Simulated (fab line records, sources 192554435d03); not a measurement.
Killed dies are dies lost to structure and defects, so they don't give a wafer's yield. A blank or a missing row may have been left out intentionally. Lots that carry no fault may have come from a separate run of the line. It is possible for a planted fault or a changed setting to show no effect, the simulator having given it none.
Which of the tools did it? :: flow n5Finfet :: 22 lots with 66 wafers sampled at 3 steps, on a route of 1938 steps

WHAT THE GAUGES READ, wafer by wafer
N5_BEOL_M12_OCD_MEAS_35. Usual: trenchDepthNm 318 nm, standard deviation 4.2.
lot: L074
measured: day 11 05:55
on: ocd-01
trenchDepthNm (nm): 326 318 322
flag: 

lot: L075
measured: day 11 16:08
on: ocd-02
trenchDepthNm (nm): 316 313 319
flag: 

lot: L076
measured: day 12 01:02
on: ocd-01
trenchDepthNm (nm): 323 312 321
flag: 

lot: L079
measured: day 12 06:43
on: ocd-02
trenchDepthNm (nm): 318 318 318
flag: 

lot: L077
measured: day 12 16:22
on: ocd-01
trenchDepthNm (nm): 313 325 320
flag: 

lot: L080
measured: day 13 13:07
on: ocd-02
trenchDepthNm (nm): 320 313 318
flag: 

lot: L082
measured: day 13 17:02
on: ocd-01
trenchDepthNm (nm): 316 316 317
flag: 

lot: L081
measured: day 14 00:24
on: ocd-02
trenchDepthNm (nm): 321 322 322
flag: 

lot: L086
measured: day 14 12:06
on: ocd-01
trenchDepthNm (nm): 321 325 314
flag: 

lot: L085
measured: day 15 00:54
on: ocd-02
trenchDepthNm (nm): 319 322 313
flag: 

lot: L083
measured: day 15 03:30
on: ocd-02
trenchDepthNm (nm): 318 326 316
flag: 

lot: L088
measured: day 15 09:01
on: ocd-01
trenchDepthNm (nm): 311 312 314
flag: 

lot: L087
measured: day 15 12:01
on: ocd-01
trenchDepthNm (nm): 319 320 315
flag: 

lot: L089
measured: day 15 13:00
on: ocd-01
trenchDepthNm (nm): 321 320 322
flag: 

lot: L090
measured: day 15 18:11
on: ocd-02
trenchDepthNm (nm): 310 316 319
flag: 

lot: L091
measured: day 16 11:48
on: ocd-02
trenchDepthNm (nm): 321 324 319
flag: 

lot: L093
measured: day 16 17:28
on: ocd-01
trenchDepthNm (nm): 311 312 322
flag: 

lot: L094
measured: day 16 19:12
on: ocd-01
trenchDepthNm (nm): 317 312 318
flag: 

lot: L092
measured: day 16 19:26
on: ocd-02
trenchDepthNm (nm): 322 314 324
flag: 

lot: L095
measured: day 16 22:37
on: ocd-02
trenchDepthNm (nm): 323 319 326
flag: 

lot: L096
measured: day 17 17:11
on: ocd-02
trenchDepthNm (nm): 319 318 319
flag: 

lot: L097
measured: day 18 03:38
on: ocd-01
trenchDepthNm (nm): 326 321 322
flag: 

TOOL THAT RAN EACH LOT (tool first, then ch and the chambers of the sampled wafers, then the start)
lot: L074
N5_BEOL_M11_ANNEAL_51: rtpAnneal-02 ch 0, day 11 02:47
N5_BEOL_M12_ETCH_67: rieDiel-04 ch 0,1,3, day 11 05:25

lot: L075
N5_BEOL_M11_ANNEAL_51: rtpAnneal-01 ch 0, day 11 13:12
N5_BEOL_M12_ETCH_67: rieDiel-05 ch 0,1, day 11 15:39

lot: L076
N5_BEOL_M11_ANNEAL_51: rtpAnneal-01 ch 0, day 11 21:49
N5_BEOL_M12_ETCH_67: rieDiel-02 ch 2,3, day 12 00:33

lot: L079
N5_BEOL_M11_ANNEAL_51: rtpAnneal-02 ch 0, day 12 03:56
N5_BEOL_M12_ETCH_67: rieDiel-05 ch 2,3, day 12 06:14

lot: L077
N5_BEOL_M11_ANNEAL_51: rtpAnneal-02 ch 0, day 12 13:21
N5_BEOL_M12_ETCH_67: rieDiel-02 ch 0,2,3, day 12 15:53

lot: L080
N5_BEOL_M11_ANNEAL_51: rtpAnneal-01 ch 0, day 13 10:03
N5_BEOL_M12_ETCH_67: rieDiel-05 ch 0,2, day 13 12:37

lot: L082
N5_BEOL_M11_ANNEAL_51: rtpAnneal-01 ch 0, day 13 14:01
N5_BEOL_M12_ETCH_67: rieDiel-04 ch 2,3, day 13 16:33

lot: L081
N5_BEOL_M11_ANNEAL_51: rtpAnneal-01 ch 0, day 13 21:32
N5_BEOL_M12_ETCH_67: rieDiel-05 ch 1,2, day 13 23:55

lot: L086
N5_BEOL_M11_ANNEAL_51: rtpAnneal-01 ch 0, day 14 08:56
N5_BEOL_M12_ETCH_67: rieDiel-02 ch 0,1,2, day 14 11:37

lot: L085
N5_BEOL_M11_ANNEAL_51: rtpAnneal-02 ch 0, day 14 21:49
N5_BEOL_M12_ETCH_67: rieDiel-02 ch 0,1,2, day 15 00:25

lot: L083
N5_BEOL_M11_ANNEAL_51: rtpAnneal-01 ch 0, day 15 00:35
N5_BEOL_M12_ETCH_67: rieDiel-02 ch 0,1,3, day 15 03:01

lot: L088
N5_BEOL_M11_ANNEAL_51: rtpAnneal-01 ch 0, day 15 05:58
N5_BEOL_M12_ETCH_67: rieDiel-05 ch 0,1, day 15 08:32

lot: L087
N5_BEOL_M11_ANNEAL_51: rtpAnneal-01 ch 0, day 15 09:14
N5_BEOL_M12_ETCH_67: rieDiel-04 ch 1,2, day 15 11:31

lot: L089
N5_BEOL_M11_ANNEAL_51: rtpAnneal-02 ch 0, day 15 09:50
N5_BEOL_M12_ETCH_67: rieDiel-02 ch 0,2, day 15 12:31

lot: L090
N5_BEOL_M11_ANNEAL_51: rtpAnneal-01 ch 0, day 15 15:12
N5_BEOL_M12_ETCH_67: rieDiel-05 ch 0,2,3, day 15 17:41

lot: L091
N5_BEOL_M11_ANNEAL_51: rtpAnneal-01 ch 0, day 16 08:58
N5_BEOL_M12_ETCH_67: rieDiel-04 ch 1,3, day 16 11:19

lot: L093
N5_BEOL_M11_ANNEAL_51: rtpAnneal-02 ch 0, day 16 14:31
N5_BEOL_M12_ETCH_67: rieDiel-02 ch 1,2,3, day 16 16:58

lot: L094
N5_BEOL_M11_ANNEAL_51: rtpAnneal-02 ch 0, day 16 15:57
N5_BEOL_M12_ETCH_67: rieDiel-05 ch 0,1,3, day 16 18:43

lot: L092
N5_BEOL_M11_ANNEAL_51: rtpAnneal-01 ch 0, day 16 16:35
N5_BEOL_M12_ETCH_67: rieDiel-04 ch 1,2, day 16 18:57

lot: L095
N5_BEOL_M11_ANNEAL_51: rtpAnneal-01 ch 0, day 16 19:56
N5_BEOL_M12_ETCH_67: rieDiel-04 ch 1,2, day 16 22:08

lot: L096
N5_BEOL_M11_ANNEAL_51: rtpAnneal-02 ch 0, day 17 13:30
N5_BEOL_M12_ETCH_67: rieDiel-05 ch 1,2,3, day 17 16:42

lot: L097
N5_BEOL_M11_ANNEAL_51: rtpAnneal-02 ch 0, day 18 00:43
N5_BEOL_M12_ETCH_67: rieDiel-04 ch 1,2,3, day 18 03:09
- N5_BEOL_M11_ANNEAL_51: time 90 s.
- N5_BEOL_M12_ETCH_67: etches SiARC in CF4, target depth 143 nm, time 238.3 s.

AS READ BY THE TOOLS THEMSELVES (means over the sampled wafers that have a number; for cases with no such wafer, the mark the record gives instead)
N5_BEOL_M11_ANNEAL_51. Usual: wafer_temp_C_max 226.3, standard deviation 0.42.
lot: L074
tool: rtpAnneal-02
wafer_temp_C_max: 226.6
flag: 

lot: L075
tool: rtpAnneal-01
wafer_temp_C_max: 226.0
flag: 

lot: L076
tool: rtpAnneal-01
wafer_temp_C_max: 226.2
flag: 

lot: L079
tool: rtpAnneal-02
wafer_temp_C_max: 226.3
flag: 

lot: L077
tool: rtpAnneal-02
wafer_temp_C_max: 226.7
flag: 

lot: L080
tool: rtpAnneal-01
wafer_temp_C_max: 225.9
flag: 

lot: L082
tool: rtpAnneal-01
wafer_temp_C_max: 225.7
flag: 

lot: L081
tool: rtpAnneal-01
wafer_temp_C_max: 226.0
flag: 

lot: L086
tool: rtpAnneal-01
wafer_temp_C_max: 226.1
flag: 

lot: L085
tool: rtpAnneal-02
wafer_temp_C_max: 226.6
flag: 

lot: L083
tool: rtpAnneal-01
wafer_temp_C_max: 226.2
flag: 

lot: L088
tool: rtpAnneal-01
wafer_temp_C_max: 225.9
flag: 

lot: L087
tool: rtpAnneal-01
wafer_temp_C_max: 225.9
flag: 

lot: L089
tool: rtpAnneal-02
wafer_temp_C_max: 226.9
flag: 

lot: L090
tool: rtpAnneal-01
wafer_temp_C_max: 226.0
flag: 

lot: L091
tool: rtpAnneal-01
wafer_temp_C_max: 226.2
flag: 

lot: L093
tool: rtpAnneal-02
wafer_temp_C_max: 227.2
flag: 

lot: L094
tool: rtpAnneal-02
wafer_temp_C_max: 227.3
flag: 

lot: L092
tool: rtpAnneal-01
wafer_temp_C_max: 226.0
flag: 

lot: L095
tool: rtpAnneal-01
wafer_temp_C_max: 225.7
flag: 

lot: L096
tool: rtpAnneal-02
wafer_temp_C_max: 226.6
flag: 

lot: L097
tool: rtpAnneal-02
wafer_temp_C_max: 226.0
flag: 

N5_BEOL_M12_ETCH_67. Usual: drypumpMotorCurrentA 5.9 A, standard deviation 0.37; etchRfOnTimeS 238 s, standard deviation 3.1; oesProductAu 0.69 a.u., standard deviation 0.071; rfVppV 184.3 V, standard deviation 1.4; showerheadPlenumPTorr 2.17 Torr, standard deviation 0.096; throttleValvePct 15.53 %, standard deviation 0.21.
lot: L074
tool: rieDiel-04
drypumpMotorCurrentA (A): 6.2
etchRfOnTimeS (s): 235
oesProductAu (a.u.): 0.65
rfVppV (V): 184.0
showerheadPlenumPTorr (Torr): 2.13
throttleValvePct (%): 15.52
flag: 

lot: L075
tool: rieDiel-05
drypumpMotorCurrentA (A): 5.4
etchRfOnTimeS (s): 237
oesProductAu (a.u.): 0.63
rfVppV (V): 182.5
showerheadPlenumPTorr (Torr): 2.06
throttleValvePct (%): 15.71
flag: 

lot: L076
tool: rieDiel-02
drypumpMotorCurrentA (A): 6.2
etchRfOnTimeS (s): 236
oesProductAu (a.u.): 0.74
rfVppV (V): 184.1
showerheadPlenumPTorr (Torr): 2.13
throttleValvePct (%): 15.42
flag: 

lot: L079
tool: rieDiel-05
drypumpMotorCurrentA (A): 6.1
etchRfOnTimeS (s): 238
oesProductAu (a.u.): 0.77
rfVppV (V): 184.7
showerheadPlenumPTorr (Torr): 2.22
throttleValvePct (%): 15.42
flag: 

lot: L077
tool: rieDiel-02
drypumpMotorCurrentA (A): 5.9
etchRfOnTimeS (s): 239
oesProductAu (a.u.): 0.69
rfVppV (V): 184.5
showerheadPlenumPTorr (Torr): 2.18
throttleValvePct (%): 15.42
flag: 

lot: L080
tool: rieDiel-05
drypumpMotorCurrentA (A): 5.7
etchRfOnTimeS (s): 239
oesProductAu (a.u.): 0.69
rfVppV (V): 185.3
showerheadPlenumPTorr (Torr): 2.25
throttleValvePct (%): 15.52
flag: 

lot: L082
tool: rieDiel-04
drypumpMotorCurrentA (A): 6.1
etchRfOnTimeS (s): 239
oesProductAu (a.u.): 0.66
rfVppV (V): 183.1
showerheadPlenumPTorr (Torr): 2.09
throttleValvePct (%): 15.77
flag: 

lot: L081
tool: rieDiel-05
drypumpMotorCurrentA (A): 5.5
etchRfOnTimeS (s): 240
oesProductAu (a.u.): 0.65
rfVppV (V): 182.8
showerheadPlenumPTorr (Torr): 2.07
throttleValvePct (%): 15.74
flag: 

lot: L086
tool: rieDiel-02
drypumpMotorCurrentA (A): 5.7
etchRfOnTimeS (s): 238
oesProductAu (a.u.): 0.69
rfVppV (V): 184.7
showerheadPlenumPTorr (Torr): 2.19
throttleValvePct (%): 15.48
flag: 

lot: L085
tool: rieDiel-02
drypumpMotorCurrentA (A): 5.7
etchRfOnTimeS (s): 237
oesProductAu (a.u.): 0.69
rfVppV (V): 184.1
showerheadPlenumPTorr (Torr): 2.19
throttleValvePct (%): 15.48
flag: 

lot: L083
tool: rieDiel-02
drypumpMotorCurrentA (A): 5.6
etchRfOnTimeS (s): 238
oesProductAu (a.u.): 0.63
rfVppV (V): 185.4
showerheadPlenumPTorr (Torr): 2.22
throttleValvePct (%): 15.54
flag: 

lot: L088
tool: rieDiel-05
drypumpMotorCurrentA (A): 5.5
etchRfOnTimeS (s): 236
oesProductAu (a.u.): 0.62
rfVppV (V): 184.1
showerheadPlenumPTorr (Torr): 2.12
throttleValvePct (%): 15.66
flag: 

lot: L087
tool: rieDiel-04
drypumpMotorCurrentA (A): 6.1
etchRfOnTimeS (s): 236
oesProductAu (a.u.): 0.76
rfVppV (V): 184.1
showerheadPlenumPTorr (Torr): 2.20
throttleValvePct (%): 15.40
flag: 

lot: L089
tool: rieDiel-02
drypumpMotorCurrentA (A): 5.7
etchRfOnTimeS (s): 237
oesProductAu (a.u.): 0.69
rfVppV (V): 185.0
showerheadPlenumPTorr (Torr): 2.19
throttleValvePct (%): 15.39
flag: 

lot: L090
tool: rieDiel-05
drypumpMotorCurrentA (A): 5.9
etchRfOnTimeS (s): 239
oesProductAu (a.u.): 0.69
rfVppV (V): 185.2
showerheadPlenumPTorr (Torr): 2.21
throttleValvePct (%): 15.52
flag: 

lot: L091
tool: rieDiel-04
drypumpMotorCurrentA (A): 6.0
etchRfOnTimeS (s): 232
oesProductAu (a.u.): 0.79
rfVppV (V): 184.6
showerheadPlenumPTorr (Torr): 2.15
throttleValvePct (%): 15.16
flag: 

lot: L093
tool: rieDiel-02
drypumpMotorCurrentA (A): 5.9
etchRfOnTimeS (s): 238
oesProductAu (a.u.): 0.66
rfVppV (V): 184.7
showerheadPlenumPTorr (Torr): 2.17
throttleValvePct (%): 15.57
flag: 

lot: L094
tool: rieDiel-05
drypumpMotorCurrentA (A): 5.7
etchRfOnTimeS (s): 239
oesProductAu (a.u.): 0.65
rfVppV (V): 183.8
showerheadPlenumPTorr (Torr): 2.11
throttleValvePct (%): 15.65
flag: 

lot: L092
tool: rieDiel-04
drypumpMotorCurrentA (A): 6.1
etchRfOnTimeS (s): 236
oesProductAu (a.u.): 0.74
rfVppV (V): 184.5
showerheadPlenumPTorr (Torr): 2.20
throttleValvePct (%): 15.42
flag: 

lot: L095
tool: rieDiel-04
drypumpMotorCurrentA (A): 6.1
etchRfOnTimeS (s): 239
oesProductAu (a.u.): 0.70
rfVppV (V): 184.2
showerheadPlenumPTorr (Torr): 2.13
throttleValvePct (%): 15.65
flag: 

lot: L096
tool: rieDiel-05
drypumpMotorCurrentA (A): 5.8
etchRfOnTimeS (s): 241
oesProductAu (a.u.): 0.66
rfVppV (V): 184.3
showerheadPlenumPTorr (Torr): 2.13
throttleValvePct (%): 15.66
flag: 

lot: L097
tool: rieDiel-04
drypumpMotorCurrentA (A): 6.0
etchRfOnTimeS (s): 238
oesProductAu (a.u.): 0.73
rfVppV (V): 183.7
showerheadPlenumPTorr (Torr): 2.14
throttleValvePct (%): 15.44
flag: 

THE ANSWER, worked out from the rows above alone
Rule: a lot counts as off when the mean over its wafers that have a number is more than 3 standard deviations away from the usual mean. Also off: a lot with no number at a reading for which 4 or more lots have one. Any other lot the step has rows for is counted as sound. After the gauges, taken in route order, come the tools' own readings; for these a lot's mean is taken, as printed above. At the first step where some lot is off, the reading lying furthest off is the one used; lots without a number count as furthest.
Across all readings shown, no lot is off: no conclusion can be drawn from this.

WHAT THE SIMULATOR HAD PUT IN
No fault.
